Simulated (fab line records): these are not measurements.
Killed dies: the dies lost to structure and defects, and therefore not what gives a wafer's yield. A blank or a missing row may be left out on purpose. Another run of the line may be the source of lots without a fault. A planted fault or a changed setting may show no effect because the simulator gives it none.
Chamber matching    flow n5Finfet    N5_BEOL_M9_VIA_ETCH_34 on rieDiel-02 has 4 sister chambers
The step etches SiCOH lowk in C4F6/O2, target depth 182.4 nm, time 68.4 s. 8 wafers are shown with their chamber, then 8 later ones without.

## WAFERS WITH THEIR CHAMBER
wafer   chamber  showerheadPlenumPTorr (Torr)  oes_ar_750_au (a.u.)
L083.1  2        2.91                          0.70
L087.2  0        2.76                          0.82
L087.4  1        2.78                          0.90
L087.6  1        2.78                          0.90
L090.2  3        2.86                          0.78
L090.4  2        2.90                          0.69
L090.5  3        2.86                          0.78
L092.1  0        2.75                          0.81

## WAFERS WITHOUT THEIR CHAMBER
wafer   showerheadPlenumPTorr (Torr)  oes_ar_750_au (a.u.)
L092.4  2.85                          0.78
L092.5  2.77                          0.88
L094.1  2.77                          0.88
L094.2  2.75                          0.80
L094.5  2.90                          0.69
L096.1  2.77                          0.87
L096.4  2.90                          0.69
L096.5  2.77                          0.88

## CHAMBER TAKEN BY EACH
wafer   from the rows above  in truth
L092.4  3                    3
L092.5  1                    1
L094.1  1                    1
L094.2  0                    0
L094.5  2                    2
L096.1  1                    1
L096.4  2                    2
L096.5  1                    1
Correctly placed: 8 of 8. From these rows, 0 cannot be placed. Number placed wrongly: 0.
How it was worked out, from the rows above alone: a wafer's distance from a chamber is the root of the sum, over the readings, of the square of ((its reading less the chamber's mean) divided by the reading's scatter). The wafer belongs to the nearest chamber; if the next one is less than 2 further off, it can't be placed. A chamber's mean is the mean of its shown wafers. How the scatter is found: for the shown wafers, subtract from each reading the mean of its chamber, square and add these, divide the total by (wafers less chambers), then take the root.
